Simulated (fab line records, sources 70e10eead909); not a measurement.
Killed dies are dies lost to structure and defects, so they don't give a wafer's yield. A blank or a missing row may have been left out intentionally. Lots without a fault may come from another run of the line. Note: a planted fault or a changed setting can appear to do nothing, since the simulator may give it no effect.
Matching of chambers | flow nandHarc | 3 sister chambers for NHARC_P_M0_DEP_32 on pecvd-04
The step deposits SiCN, target thk 30 nm. 6 wafers are shown with their chamber, then 7 later ones without.

== WAFERS, EACH WITH ITS CHAMBER ==
wafer  | chamber | heaterPowerW (W) | heaterPowerOuterW (W)
L080.1 | 1       | 528              | 316
L080.4 | 0       | 591              | 306
L084.4 | 1       | 527              | 308
L084.6 | 0       | 572              | 310
L085.1 | 2       | 722              | 410
L085.4 | 2       | 713              | 413

== WAFERS MISSING THEIR CHAMBER ==
wafer  | heaterPowerW (W) | heaterPowerOuterW (W)
L085.5 | 529              | 312
L090.1 | 477              | 282
L090.3 | 592              | 317
L090.6 | 501              | 279
L097.3 | 540              | 306
L097.4 | 562              | 311
L097.6 | 568              | 293

== EACH ONE'S CHAMBER ==
wafer  | from the rows above     | in truth
L085.5 | 1                       | 1
L090.1 | 1                       | 1
L090.3 | 0                       | 0
L090.6 | 1                       | 1
L097.3 | 1                       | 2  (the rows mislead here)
L097.4 | can't be placed: 0 or 1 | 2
L097.6 | 0                       | 0
Placed correctly: 5 of 7. From these rows, 1 cannot be placed; in 0 the true chamber is one of the candidates. Wrongly placed: 1.
How it was worked out, from the rows above alone: a wafer's distance from a chamber is the root of the sum, over the readings, of the square of ((its reading less the chamber's mean) divided by the reading's scatter). The wafer belongs to the nearest chamber; if the next one is less than 2 further off, it can't be placed. The mean given for a chamber averages the wafers shown for that chamber. The scatter: the root of (the sum of the squares of (reading less its chamber's mean) over the shown wafers, divided by (wafers less chambers)).
